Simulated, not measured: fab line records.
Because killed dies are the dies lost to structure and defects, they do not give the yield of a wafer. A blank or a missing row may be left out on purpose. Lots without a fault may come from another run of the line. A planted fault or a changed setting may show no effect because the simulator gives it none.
fab line records	flow n5_finfet	part 2 of 2: steps 5 to 6 of 6
record: lots: 24	wafers: 72	last_day: 19
route steps=1938 shown BEOL_M14@1736 BEOL_M15@1787
lots that met no fault: taken from a fault-free run of the same line
start_h: hours from the record's opening day to when the first of the lot's shown wafers began	wait_h: hours since the lot's step before	" same as the row above	L1.1+2: a single row standing in for several wafers	- either no value or no given start	* or withheld: withheld	< > ~ a bound
route shown NAME@n: names a module that has steps shown in the file, with the first one's number in the route	usual: the fault-free wafers' mean and standard deviation	same: alike in all rows	chamber/n: place in a boat	sites: each site's reading	_std_site: how widely they spread, as a standard deviation	_edge_site: the outer-site mean with the inner-site mean subtracted	radius_mm: for every site, how far away it sits from the centre of the wafer	mask NAME#n: copy n	behind: the tool/chamber that last shaped the wafer	hold: cause of the lot's hold/its duration in hours/its outcome	device: the n, p or np transistor that did not switch	end of line: tests run on the same wafers once the route is complete	a step given without rows: its recipe and nothing more	killed: the dies lost at the first sort to structure and to defects; this is not the yield of the wafer	map: the dies of a wafer, with x for killed, . for not killed, _ for no die there
set.NAME: the run value of the setting; set.NAME@STEP: its run value at that earlier step	model.NAME: the simulator's own value behind a step, which no gauge read
route steps across a sampled set of lots; one table per step, one row per wafer
services: from which hour (start_h, from the record's first day; less than 0 if before it) a tool's chamber was out of use, for how many hours, and why
== steps ==
step: N5_BEOL_M15_ETCH_59
recipe: chemistry: N2/H2	target: BARC	target_depth_a: 890	overetch_a: 267	time_s: 67.9	ion_energy_ev: 200	pressure_mtorr: 30	source_w: 840	bias_w: 150	n2_flow_sccm: 200	h2_flow_sccm: 200
usual: bias_w: 150.0/0.4	drypump_motor_current_A: 5.9/0.35	oes_product_au: 0.70/0.07	rf_vpp_V: 524.6/2.2	showerhead_plenum_p_Torr: 2.57/0.074	throttle_valve_pct: 17.88/0.23
lot.wafer	tool	chamber	start_h	wait_h	bias_w	drypump_motor_current_A	oes_product_au	rf_hours_counter_h	rf_vpp_V	showerhead_plenum_p_Torr	throttle_valve_pct
L076.2	rie_diel-01	1	286.19	0.0	150.2	5.8	0.77	22	525.0	2.61	17.92
L076.3	"	0	"	"	150.0	6.4	0.69	89	525.9	2.59	18.20
L076.6	"	0	"	"	149.8	6.3	0.70	-	524.9	2.59	18.20
L074.1	rie_diel-05	1	287.50	0.0	149.7	6.0	0.63	169	523.8	2.52	17.82
L074.3	"	0	"	"	150.0	6.1	0.58	245	524.5	2.61	18.15
L074.5	"	3	"	"	149.8	5.8	0.80	-	525.1	2.59	17.66
L077.2	rie_diel-01	0	289.79	0.0	150.5	6.3	0.69	91	525.0	2.59	18.19
L077.3	"	3	"	"	149.9	5.9	0.71	90	524.6	2.56	17.83
L077.4	"	1	"	"	150.4	5.8	0.76	23	525.8	2.61	17.94
L075.1	rie_diel-02	1	294.89	0.0	150.4	5.7	0.74	37	525.1	2.59	17.64
L075.4	"	3	"	"	150.6	6.2	0.73	61	528.0	2.69	17.84
L075.6	"	0	"	"	150.5	5.4	0.63	-	526.9	2.63	18.31
L078.1	rie_diel-05	3	313.94	0.0	149.7	5.8	0.79	16	525.1	2.59	17.69
L078.3	"	2	"	"	150.6	5.0	0.61	214	519.6	2.40	17.73
L078.6	"	3	"	"	150.1	5.8	0.78	-	524.9	2.59	17.69
L080.1	rie_diel-05	3	314.35	0.0	149.6	5.8	0.79	16	525.1	2.59	17.68
L080.3	"	1	"	"	149.9	6.0	0.63	177	522.7	2.52	17.85
L080.4	"	1	"	"	149.8	6.1	0.63	-	522.0	2.52	17.83
L079.2	rie_diel-02	3	323.03	0.0	149.7	6.3	0.72	70	527.0	2.68	17.90
L079.3	"	1	"	"	150.4	5.7	0.73	47	524.5	2.58	17.67
L079.5	"	3	"	"	150.4	6.3	0.71	-	529.0	2.68	17.87
L081.1	rie_diel-05	1	326.46	0.0	149.8	6.1	0.62	182	524.2	2.52	17.87
L081.4	"	2	"	"	150.1	5.0	0.60	-	518.3	2.39	17.72
L081.6	"	1	"	"	149.9	6.0	0.62	-	523.1	2.52	17.86
L082.1	rie_diel-01	3	329.21	0.0	149.6	5.9	0.70	101	523.8	2.55	17.86
L082.3	"	2	"	"	150.5	5.9	0.77	46	528.6	2.67	17.59
L082.6	"	0	"	"	149.6	6.3	0.69	-	523.2	2.58	18.22
L083.1	rie_diel-05	2	344.08	0.0	150.8	5.0	0.60	226	520.2	2.39	17.75
L083.2	"	1	"	"	149.4	6.0	0.62	188	522.0	2.51	17.88
L083.3	"	0	"	"	149.5	6.1	0.84	4	525.0	2.60	17.75
L084.3	rie_diel-02	3	353.84	0.0	149.4	6.3	0.71	80	527.2	2.68	17.90
L084.4	"	1	"	"	150.1	5.7	0.71	56	523.9	2.58	17.72
L084.6	"	0	"	"	150.3	5.5	0.61	-	524.7	2.62	18.36
L085.3	rie_diel-05	2	359.97	0.0	150.1	5.0	0.60	230	520.5	2.39	17.75
L085.5	"	3	"	"	150.3	5.8	0.76	-	522.8	2.58	17.71
L085.6	"	0	"	"	150.3	6.1	0.82	-	526.6	2.60	17.77
L087.1	rie_diel-05	2	360.38	0.0	149.4	5.0	0.60	230	520.8	2.39	17.75
L087.4	"	3	"	"	150.3	5.8	0.75	32	526.4	2.58	17.71
L087.5	"	3	"	"	149.7	5.8	0.76	-	525.3	2.58	17.72
L086.1	rie_diel-02	0	364.19	0.0	149.9	5.5	0.61	218	526.8	2.62	18.37
L086.4	"	1	"	"	149.4	5.7	0.72	58	525.5	2.58	17.71
L086.5	"	0	"	"	149.1	5.4	0.62	-	526.5	2.62	18.37
L091.1	rie_diel-05	1	387.03	0.0	150.1	6.0	0.61	201	521.8	2.51	17.88
L091.4	"	2	"	"	150.2	5.0	0.60	238	520.9	2.39	17.77
L091.6	"	2	"	"	150.4	5.0	0.60	-	517.6	2.39	17.75
L089.2	rie_diel-01	0	387.51	0.0	150.3	6.3	0.67	120	523.2	2.57	18.25
L089.3	"	2	"	"	150.1	5.8	0.74	65	528.9	2.67	17.63
L089.5	"	1	"	"	149.5	5.8	0.72	-	524.9	2.60	17.97
L092.2	rie_diel-02	0	394.53	0.0	150.4	5.5	0.61	228	526.6	2.61	18.41
L092.3	"	3	"	"	149.7	6.3	0.69	90	526.5	2.68	17.92
L092.6	"	0	"	"	150.3	5.5	0.61	-	526.5	2.61	18.40
L090.1	rie_diel-01	1	397.21	0.0	149.5	5.8	0.71	57	524.6	2.60	17.98
L090.3	"	2	"	"	150.2	5.8	0.74	68	527.1	2.66	17.63
L090.6	"	3	"	"	150.4	5.8	0.68	-	524.4	2.54	17.89
L088.3	rie_diel-02	2	400.21	0.0	150.2	6.2	0.77	20	521.6	2.50	17.56
L088.5	"	1	"	"	150.2	5.7	0.71	-	523.1	2.57	17.72
L088.6	"	0	"	"	149.7	5.5	0.61	-	526.1	2.61	18.39
L094.3	rie_diel-05	1	412.02	0.0	150.7	6.0	0.61	209	523.6	2.50	17.92
L094.5	"	1	"	"	150.1	6.0	0.60	-	523.1	2.51	17.90
L094.6	"	0	"	"	150.1	6.1	0.78	-	525.9	2.59	17.79
L093.1	rie_diel-01	3	412.43	0.0	150.4	5.8	0.67	122	523.4	2.54	17.90
L093.3	"	0	"	"	150.5	6.3	0.66	128	524.2	2.57	18.26
L093.5	"	3	"	"	150.3	5.8	0.68	-	524.1	2.54	17.89
L095.2	rie_diel-01	2	415.73	0.0	150.2	5.9	0.73	74	527.4	2.66	17.66
L095.4	"	0	"	"	150.0	6.3	0.67	129	522.9	2.57	18.27
L095.5	"	0	"	"	149.3	6.3	0.66	-	523.8	2.57	18.28
L097.1	rie_diel-02	0	420.69	0.0	149.4	5.4	0.60	238	526.1	2.61	18.40
L097.3	"	2	"	"	149.3	6.2	0.76	28	524.5	2.50	17.56
L097.4	"	3	"	"	149.9	6.3	0.68	100	527.9	2.67	17.94
L096.3	rie_diel-05	0	432.48	0.0	150.0	6.1	0.77	-	525.7	2.59	17.80
L096.4	"	1	"	"	150.6	6.0	0.60	-	522.3	2.50	17.92
L096.5	"	1	"	"	150.3	6.0	0.60	-	523.3	2.50	17.90
step: N5_BEOL_M15_DESCUM_33
recipe: chemistry: O2	time_s: 7.9	source_power_w: 50	bias_power_w: 20	pressure_mtorr: 20	rf_frequency_hz: 2.712e+07	temp_c: 40	o2_flow_sccm: 225
usual: drypump_motor_current_A: 5.9/0.3	oes_product_au: 0.82/0.071	rf_vpp_V: 243.6/1.1	showerhead_plenum_p_Torr: 2.12/0.059	throttle_valve_pct: 20.46/0.18
lot.wafer	tool	chamber	start_h	wait_h	drypump_motor_current_A	oes_product_au	rf_hours_counter_h	rf_vpp_V	showerhead_plenum_p_Torr	throttle_valve_pct
L076.2	rie_diel-02	0	288.26	0.2	5.5	0.72	195	243.1	2.15	20.89
L076.3	"	3	"	"	6.3	0.85	60	243.9	2.22	20.45
L076.6	"	0	"	"	5.4	0.73	-	244.0	2.15	20.90
L074.1	rie_diel-02	2	289.01	0.0	6.2	0.66	245	241.2	2.05	20.35
L074.3	"	0	"	"	5.4	0.73	195	243.6	2.15	20.89
L074.5	"	1	"	"	5.7	0.88	-	244.4	2.11	20.13
L077.2	rie_diel-01	1	291.22	0.0	5.8	0.88	24	243.1	2.15	20.54
L077.3	"	2	"	"	5.8	0.93	36	244.0	2.22	20.29
L077.4	"	3	"	"	5.8	0.81	91	242.9	2.10	20.45
L075.1	rie_diel-05	2	296.49	0.0	5.0	0.72	210	242.4	1.99	20.39
L075.4	"	0	"	"	6.1	0.66	247	244.7	2.14	20.55
L075.6	"	3	"	"	5.8	0.92	-	243.9	2.14	20.37
L078.1	rie_diel-05	1	315.56	0.0	6.0	0.71	178	242.9	2.07	20.44
L078.3	"	3	"	"	5.8	0.90	17	244.6	2.14	20.38
L078.6	"	2	"	"	5.1	0.71	-	241.6	1.99	20.40
L080.1	rie_diel-05	3	315.91	0.0	5.8	0.91	17	244.0	2.14	20.37
L080.3	"	1	"	"	6.0	0.71	178	244.1	2.07	20.45
L080.4	"	1	"	"	6.0	0.71	-	243.5	2.07	20.42
L079.2	rie_diel-01	0	324.50	0.0	6.3	0.80	98	244.4	2.10	20.59
L079.3	"	1	"	"	5.8	0.87	33	244.2	2.15	20.56
L079.5	"	0	"	"	6.3	0.80	-	242.8	2.10	20.60
L081.1	rie_diel-02	3	327.92	0.0	6.3	0.85	72	245.4	2.22	20.47
L081.4	"	1	"	"	5.7	0.86	-	243.5	2.11	20.15
L081.6	"	3	"	"	6.3	0.85	-	244.6	2.22	20.47
L082.1	rie_diel-01	3	330.76	0.0	5.8	0.80	102	244.3	2.10	20.44
L082.3	"	0	"	"	6.3	0.80	100	243.0	2.10	20.59
L082.6	"	2	"	"	5.9	0.90	-	246.6	2.21	20.31
L083.1	rie_diel-01	0	345.63	0.0	6.3	0.80	104	242.7	2.09	20.60
L083.2	"	3	"	"	5.8	0.80	106	243.3	2.10	20.44
L083.3	"	2	"	"	5.8	0.91	51	244.7	2.21	20.31
L084.3	rie_diel-01	2	355.29	0.0	5.8	0.90	53	243.7	2.21	20.30
L084.4	"	3	"	"	5.8	0.79	109	244.8	2.10	20.47
L084.6	"	3	"	"	5.8	0.79	-	242.5	2.10	20.46
L085.3	rie_diel-01	2	361.43	0.1	5.8	0.90	55	245.0	2.21	20.30
L085.5	"	2	"	"	5.8	0.90	-	245.6	2.21	20.32
L085.6	"	1	"	"	5.8	0.87	-	244.7	2.15	20.55
L087.1	rie_diel-01	2	361.96	0.1	5.8	0.89	55	245.5	2.21	20.31
L087.4	"	3	"	"	5.8	0.80	110	243.1	2.10	20.47
L087.5	"	2	"	"	5.8	0.89	-	243.9	2.21	20.32
L086.1	rie_diel-01	3	365.84	0.1	5.8	0.79	112	244.1	2.09	20.47
L086.4	"	1	"	"	5.8	0.86	44	243.4	2.15	20.58
L086.5	"	1	"	"	5.8	0.85	-	242.9	2.15	20.57
L091.1	rie_diel-05	3	388.75	0.1	5.8	0.87	41	245.0	2.13	20.44
L091.4	"	0	"	"	6.1	0.93	18	243.1	2.13	20.27
L091.6	"	2	"	"	5.1	0.69	-	242.2	1.98	20.42
L089.2	rie_diel-01	1	388.93	0.0	5.8	0.84	55	244.2	2.14	20.59
L089.3	"	3	"	"	5.9	0.79	115	242.6	2.09	20.47
L089.5	"	1	"	"	5.8	0.84	-	244.1	2.14	20.57
L092.2	rie_diel-02	0	395.99	0.0	5.5	0.71	229	243.9	2.14	20.95
L092.3	"	2	"	"	6.2	0.91	19	242.0	2.05	20.03
L092.6	"	3	"	"	6.3	0.82	-	244.4	2.21	20.49
L090.1	rie_diel-01	2	398.76	0.0	5.8	0.88	68	244.5	2.20	20.34
L090.3	"	0	"	"	6.3	0.78	123	243.8	2.09	20.63
L090.6	"	2	"	"	5.8	0.88	-	243.4	2.20	20.34
L088.3	rie_diel-01	2	401.70	0.1	5.9	0.87	70	245.9	2.21	20.35
L088.5	"	3	"	"	5.8	0.79	-	243.2	2.09	20.49
L088.6	"	2	"	"	5.9	0.89	-	243.7	2.20	20.34
L094.3	rie_diel-01	1	413.46	0.0	5.8	0.83	63	243.2	2.14	20.61
L094.5	"	2	"	"	5.8	0.88	-	244.4	2.20	20.33
L094.6	"	1	"	"	5.8	0.83	-	243.1	2.14	20.61
L093.1	rie_diel-05	0	413.95	0.0	6.1	0.92	27	244.8	2.13	20.25
L093.3	"	3	"	"	5.8	0.86	49	243.9	2.13	20.42
L093.5	"	1	"	"	6.0	0.70	-	242.7	2.06	20.50
L095.2	rie_diel-01	3	417.25	0.1	5.9	0.78	124	242.2	2.09	20.48
L095.4	"	1	"	"	5.8	0.82	64	243.4	2.14	20.62
L095.5	"	0	"	"	6.3	0.78	-	243.1	2.09	20.64
L097.1	rie_diel-01	3	422.24	0.0	5.8	0.78	125	244.1	2.09	20.47
L097.3	"	2	"	"	5.8	0.88	76	243.8	2.20	20.34
L097.4	"	1	"	"	5.8	0.83	65	244.6	2.14	20.60
L096.3	rie_diel-02	0	434.17	0.1	5.5	0.70	241	244.2	2.14	20.95
L096.4	"	3	"	"	6.3	0.80	103	243.7	2.21	20.52
L096.5	"	2	"	"	6.2	0.88	-	242.7	2.04	20.05
== services ==
tool	chamber	start_h	hours	kind
rie_diel-02	-	263.90	1.7	repair
rie_diel-03	1	265.87	8.3	repair
rie_diel-05	0	306.85	-	clean
rie_diel-05	0	306.85	-	consumable_replace:focus_ring
rie_diel-01	0	309.55	5.6	repair
rie_diel-03	0	314.36	19.1	repair
rie_diel-03	1	319.35	9.5	repair
rie_diel-01	-	320.61	2.8	pm
rie_diel-06	0	335.30	4.4	repair
rie_diel-03	3	338.59	11.0	repair
rie_diel-04	2	358.26	6.6	repair
rie_diel-01	3	370.74	13.1	repair
rie_diel-06	2	379.85	11.7	repair
rie_diel-03	2	380.00	12.7	repair
rie_diel-02	3	383.28	7.3	repair
rie_diel-06	0	386.76	22.5	repair
rie_diel-03	2	394.52	8.1	repair
rie_diel-06	-	396.50	0.7	repair
rie_diel-05	2	426.90	-	clean
rie_diel-05	2	426.90	-	consumable_replace:focus_ring
rie_diel-05	2	426.90	-	consumable_replace:showerhead
rie_diel-05	2	426.90	15.7	scheduled_down
rie_diel-05	2	426.90	15.7	vent_cycle
rie_diel-05	3	430.46	22.3	repair
